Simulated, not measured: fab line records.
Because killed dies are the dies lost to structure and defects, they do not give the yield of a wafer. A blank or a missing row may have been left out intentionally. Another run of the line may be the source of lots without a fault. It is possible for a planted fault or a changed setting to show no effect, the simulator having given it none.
Split-lot experiment + flow n5_finfet + route with 1938 steps; 7 lots, 21 wafers read

## THE SPLIT
At N5_BEOL_M7_TRENCH_ETCH_37 (etches SiCOH lowk in C4F6/O2, target depth 93.478 nm, time 31.2 s), the setting bias_w was moved away from the recipe's 185 W on 6 of the 21 wafers read, by -16.5% to +6.2%. For the rest of the wafers, this setting stayed at what the recipe calls for.

The reading comes from the split's own step.

## THE READING
rf_vpp_V, in V, at N5_BEOL_M7_TRENCH_ETCH_37 (etches SiCOH lowk in C4F6/O2, target depth 93.478 nm, time 31.2 s). Typical for fault-free wafers on this fab line: 659 V, with standard deviation 9.6 V.

| wafer  | tool, chamber at the split | bias_w as run, W | against the recipe | rf_vpp_V, V | against lot-mates on the recipe |
|--------|----------------------------|------------------|--------------------|-------------|---------------------------------|
| L086.1 | rie_diel-02, 2             | 185              | recipe             | 653         | -                               |
| L086.2 | rie_diel-02, 0             | 185              | recipe             | 664         | -                               |
| L086.3 | rie_diel-02, 3             | 154.5            | -16.5%             | 571         | -88                             |
| L088.1 | rie_diel-04, 3             | 154.7            | -16.4%             | 559         | no lot-mate on the recipe       |
| L088.2 | rie_diel-04, 0             | 154.7            | -16.4%             | 582         | no lot-mate on the recipe       |
| L088.3 | rie_diel-04, 1             | 154.7            | -16.4%             | 579         | no lot-mate on the recipe       |
| L089.2 | rie_diel-05, 2             | 185              | recipe             | 649         | -                               |
| L089.4 | rie_diel-05, 1             | 185              | recipe             | 645         | -                               |
| L089.5 | rie_diel-05, 0             | 196.5            | +6.2%              | 694         | +47                             |
| L090.1 | rie_diel-02, 1             | 185              | recipe             | 668         | -                               |
| L090.3 | rie_diel-02, 0             | 185              | recipe             | 665         | -                               |
| L090.5 | rie_diel-02, 0             | 185              | recipe             | 665         | -                               |
| L092.1 | rie_diel-04, 2             | 185              | recipe             | 666         | -                               |
| L092.2 | rie_diel-04, 1             | 185              | recipe             | 665         | -                               |
| L092.5 | rie_diel-04, 3             | 185              | recipe             | 646         | -                               |
| L093.2 | rie_diel-04, 2             | 196              | +5.9%              | 698         | +30                             |
| L093.4 | rie_diel-04, 0             | 185              | recipe             | 670         | -                               |
| L093.5 | rie_diel-04, 1             | 185              | recipe             | 666         | -                               |
| L097.1 | rie_diel-05, 1             | 185              | recipe             | 646         | -                               |
| L097.3 | rie_diel-05, 2             | 185              | recipe             | 647         | -                               |
| L097.4 | rie_diel-05, 1             | 185              | recipe             | 646         | -                               |

THE FIT
A straight line over all 21 wafers: rf_vpp_V changes by +5.28 V for each +1% of bias_w; r = +0.97; the points scatter about the line by 9.7 V.
The same after taking each lot's own level away (the mean of its wafers on the recipe; 18 wafers): +5.54 V for each +1%; r = +0.98; scatter 5.6 V.
Per that fit: largest bias_w move, reading shift of 91 V.
From 646.3 to 668.0 V: that is the span of the lots' own levels, equal to 2.3 times the standard deviation above.
Hence the lot-to-lot level has little effect on the slope; both slopes agree.
Check: for one of the wafers moved furthest among these (-16.5%), held out of the fit, the line's prediction against its lot-mates is -105 V. Against them it came out at -87.5 V.
Tool readings at the split's step, against how far the setting was moved: rf_vpp_V r = +0.97.

## THE OTHER SPLITS THESE WAFERS WENT THROUGH
Note: prior to the reading, these wafers also went through further splits. Each is held against what the fit with the lots' levels taken away leaves over:
| other split on the same wafers | wafers away from the commonest value | r with rf_vpp_V (lot level and that fit taken away) |
|--------------------------------|--------------------------------------|-----------------------------------------------------|
| N5_BEOL_M6_ALD_77 ald_cycles   | 10                                   | +0.03                                               |

## FILE'S OWN FIT
rf_vpp_V changes by +5.56 V for each +1% of bias_w, r = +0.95.
